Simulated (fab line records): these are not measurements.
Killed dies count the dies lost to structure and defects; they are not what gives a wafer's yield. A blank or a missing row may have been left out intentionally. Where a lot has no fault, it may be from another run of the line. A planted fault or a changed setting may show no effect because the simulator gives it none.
Split-lot trial ; flow n5 finfet ; on a route of 1938 steps: 7 lots, 21 wafers read

## ABOUT THE SPLIT
At N5_BEOL_M12_SPUTTER_44 (material Ta, target thk 10 nm, time 16.13 s), the setting time s was moved away from the recipe's 16.13 s on 7 of the 21 wafers read, by -12.6% to +12.7%. This setting was run at the recipe's value on the other wafers.

## FROM THE SPLIT TO THE READING: what the file shows between them, 3 steps
- N5_BEOL_M12_SPUTTER_45: material Cu, target thk 80 nm, time 13.33 s
- N5_BEOL_M12_ECD_47: material Cu, target thk 720 nm
- N5_BEOL_M12_ANNEAL_48: time 90 s

## THE READING
barrier field endpoint s, in s, at N5_BEOL_M12_CMP_49 (polishes, stops on SiOC, t overpolish 20.6 s, target thk 320 nm). Typical for fault-free wafers on this fab line: 30.4 s, with standard deviation 0.59 s.

wafer;tool, chamber at the split;time s as run, s;against the recipe;barrier field endpoint s, s;against lot-mates on the recipe
L076.1;pvd sputter-02, -;16.13;recipe;30.0;-
L076.3;pvd sputter-02, -;14.09;-12.6%;27.9;-2.1
L076.6;pvd sputter-02, -;14.09;-12.6%;28.0;-2.0
L075.1;pvd sputter-01, -;16.13;recipe;30.5;-
L075.6;pvd sputter-01, -;16.13;recipe;30.3;-
L075.5;pvd sputter-01, -;16.13;recipe;30.5;-
L078.4;pvd sputter-01, -;16.13;recipe;30.5;-
L078.5;pvd sputter-01, -;14.43;-10.5%;29.1;-1.5
L078.6;pvd sputter-01, -;16.13;recipe;30.7;-
L081.2;pvd sputter-03, -;16.13;recipe;30.2;-
L081.4;pvd sputter-03, -;16.13;recipe;30.4;-
L081.5;pvd sputter-03, -;16.13;recipe;30.8;-
L085.3;pvd sputter-01, -;16.13;recipe;30.2;-
L085.1;pvd sputter-01, -;14.26;-11.6%;28.9;-1.4
L085.5;pvd sputter-01, -;16.13;recipe;30.3;-
L090.1;pvd sputter-02, -;16.13;recipe;30.9;-
L090.4;pvd sputter-02, -;14.29;-11.4%;29.5;-1.8
L090.5;pvd sputter-02, -;16.13;recipe;31.7;-
L095.1;pvd sputter-03, -;18.18;+12.7%;31.0;+1.4
L095.3;pvd sputter-03, -;16.13;recipe;29.6;-
L095.2;pvd sputter-03, -;18.18;+12.7%;31.6;+2.0

FIT RESULTS
A straight line over all 21 wafers: barrier field endpoint s changes by +0.121 s for each +1% of time s; r = +0.84; the points scatter about the line by 0.56 s.
The same after taking each lot's own level away (the mean of its wafers on the recipe; 21 wafers): +0.144 s for each +1%; r = +0.98; scatter 0.23 s.
The reading moves by 1.8 s for the largest change in time s, on that fit.
The span of the lots' own levels, 29.60 to 31.30 s, comes to 2.9 times the standard deviation stated above.
Thus the slope moves with the lot-to-lot level: the two fits are different.
Check: with one of the wafers moved furthest among these (+12.7%) left out of the fit, the line predicts +1.94 s for it against its lot-mates. Against them it came out at +1.4 s.

## THESE WAFERS: OTHER SPLITS
Before the reading, these wafers also passed through other splits. Each is held against what the fit with the lots' levels taken away leaves over:
other split on the same wafers;wafers away from the commonest value;r with barrier field endpoint s (lot level and that fit taken away)
N5_BEOL_M9_ILD_DEP_00 time s;5;+0.30
N5_BEOL_M9_COAT_60 spin rpm;5;+0.08
N5_BEOL_M9_ETCH_65 bias w;8;+0.14
N5_BEOL_M9_TRENCH_ETCH_37 bias w;6;+0.28
N5_BEOL_M10_ETCH_62 time s;3;-0.19
N5_BEOL_M10_COAT_64 spin rpm;8;-0.14
N5_BEOL_M11_VIA_ETCH_34 time s;8;+0.08

## THE WHOLE CHAIN: every reading that the file lists as answering this split, in the file's order
step;what it does;reading;change (the file's fit);r (the file's)
N5_BEOL_M12_SPUTTER_44;material Ta, target thk 10 nm, time 16.13 s;Ta_of_BEOL_M12_SPUTTER_44.thk nm (the simulator's own value, which no gauge read);+0.105 nm for each +1% of the setting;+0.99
N5_BEOL_M12_CMP_49;polishes, stops on SiOC, t overpolish 20.6 s, target thk 320 nm;barrier field endpoint s;+0.142 s for each +1% of the setting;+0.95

## FILE'S OWN FIT
barrier field endpoint s changes by +0.142 s for each +1% of time s, r = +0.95.
